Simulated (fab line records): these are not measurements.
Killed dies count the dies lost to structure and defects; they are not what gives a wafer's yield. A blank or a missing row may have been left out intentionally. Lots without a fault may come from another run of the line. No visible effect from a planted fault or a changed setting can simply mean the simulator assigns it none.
A struck lot beside a sound one :: flow n5_finfet :: 21 steps out of a route of 1938
Sound: the wafers L340.2, L340.4, L340.6. Struck: wafers L333.3, L333.4 (left out: L333.2, a lot-mate that was not struck); the cause follows at the end.
For every step that has rows: the tool of each side, followed by ch and its chambers, followed by its first start. Under that, the readings that differ: sound wafers :: struck wafers :: difference of the means :: sigmas: that difference in standard deviations of wafers without a fault.
alike: a reading whose means differ by less than 2 such deviations, as well as words and numbers matching on both sides. not compared: withheld readings; readings where some wafer has no value; bounds like >300 that might hide an equal value; numbers whose values overlap and for which the record gives no deviation.
Wherever a step has rows on one side only, a row that says differs or no value, or a row with sigmas, the two part there. Numbers that don't overlap but have no deviation are shown without sigmas and don't part them. A reading that every wafer of one side lacks parts them only if that side has two wafers or more.

first, 9 steps without rows for these wafers: N5_FIN_CUT_DEVELOP_07 (develop time 30 s); N5_FIN_CUT_DESCUM_13 (chemistry O2, time 7 s); N5_FIN_CUT_ETCH_30 (etches underlayer in N2/H2, target depth 13 nm, time 10.4 s); N5_FIN_CUT_ETCH_20 (etches SiARC in CF4, target depth 26 nm, time 43.3 s); N5_FIN_CUT_ETCH_21 (etches SOC in N2/H2, target depth 219 nm, overetch 43.8 nm, time 523.5 s); N5_FIN_CUT_STRIP_23 (strips in N2/H2); N5_FIN_CUT_STRIP_31 (strips in N2/H2); N5_FIN_CUT_STRIP_24 (strips in CF4); N5_FIN_CUT_CUT_ETCH_26 (etches SiNx in CH3F/O2, target depth 39 nm, time 55.7 s).
N5_FIN_CUT_CUT_ETCH_27: etches SiO2 in CHF3/O2, target depth 4 nm, overetch 2 nm, time 4.9 s.
  sound on rie_diel-02 ch 0,2,3, day 6 06:05; struck on rie_diel-04 ch 0, day 4 09:31
  alike: drypump_motor_current_A, mfc_ar_sccm, oes_product_au, rf_vpp_V, showerhead_plenum_p_Torr, throttle_valve_pct
  not compared: rf_hours_counter_h
then, 7 steps without rows for these wafers: N5_FIN_CUT_PRECLEAN_35 (cleans in vHF, time 13.3 s); N5_FIN_CUT_CUT_ETCH_15 (etches Si in HBr/Cl2/O2, target depth 100 nm, bt time 10 s, time 42.4 s); N5_FIN_CUT_CUT_ETCH_28 (etches Si in HBr/Cl2/O2, target depth 6 nm, time 2.4 s); N5_FIN_CUT_STRIP_22 (strips in N2/H2); N5_FIN_CUT_PRECLEAN_36 (cleans in O3/DIW, time 60 s); N5_FIN_CUT_SRD_32 (time 30 s); N5_FIN_CUT_UV_OZONE_34 (time 120 s).
N5_FIN_CUT_INSPECT_17: inspects for defects (brightfield).
  struck on defect_inspect-02, day 4 10:00; sound on defect_inspect-01, day 6 06:31
reading: raw_defect_count
sound: 252 274 284
struck: 1800 1596
difference: +1428
sigmas: +21
then, 1 step without rows for these wafers: N5_STI_FIN_REVEAL_ALD_00 (deposits SiO2, target thk 1 nm, pulse time 1 s).
-- the record jumps here: 6 days lie between the struck wafers' starts before and after (it left off in module STI_FIN_REVEAL and takes up again in module BEOL_M4, whose first step shown is number 1111 of the route) --
N5_BEOL_M4_RC_MEAS_101:
  sound on prober-01 ch 0, day 12 13:53; struck on prober-01 ch 0, day 10 08:47
  alike: DIBL_N, DIBL_P, IOFF_N, IOFF_P, ION_N, ION_P, SS_N, SS_P, VT_N, VT_P
-- record jumps: 4 days separate the struck wafers' starts on either side; left off in module BEOL_M4, taken up again in module PASSIVATION, whose first shown step is the route's number 1936 --
N5_PASSIVATION_PROBE_49:
  struck on prober-02, day 14 11:53; sound on prober-01, day 17 01:43
reading: defect_limited_yield (%)
sound: 94.2 94.1 94.0
struck: 80.7 80.3
difference: -13.6
sigmas: -9

reading: killed_at_front_end
sound: 25 31 35
struck: 179 178
difference: +148
sigmas: +13

reading: killed_dies
sound: 68 70 71
struck: 228 233
difference: +161
sigmas: +9

reading: sort_bin_5_function (%)
sound: 4.0 3.6 3.5
struck: 12.1 12.1
difference: +8.4
sigmas: +9

reading: sort_n_pass
sound: 1112 1110 1109
struck: 952 947
difference: -161
sigmas: -9

reading: sort_yield_pct (%)
sound: 94.2 94.1 94.0
struck: 80.7 80.3
difference: -13.6
sigmas: -9
  alike: killed_at_M0_to_M3, killed_at_M4_up, killed_at_contacts, killed_at_other, killed_open, killed_short, sort_bin_6_memory

== WHERE THEY PART ==
First at N5_FIN_CUT_INSPECT_17; last, within this record, at N5_PASSIVATION_PROBE_49.

WHY: what the simulator had put in
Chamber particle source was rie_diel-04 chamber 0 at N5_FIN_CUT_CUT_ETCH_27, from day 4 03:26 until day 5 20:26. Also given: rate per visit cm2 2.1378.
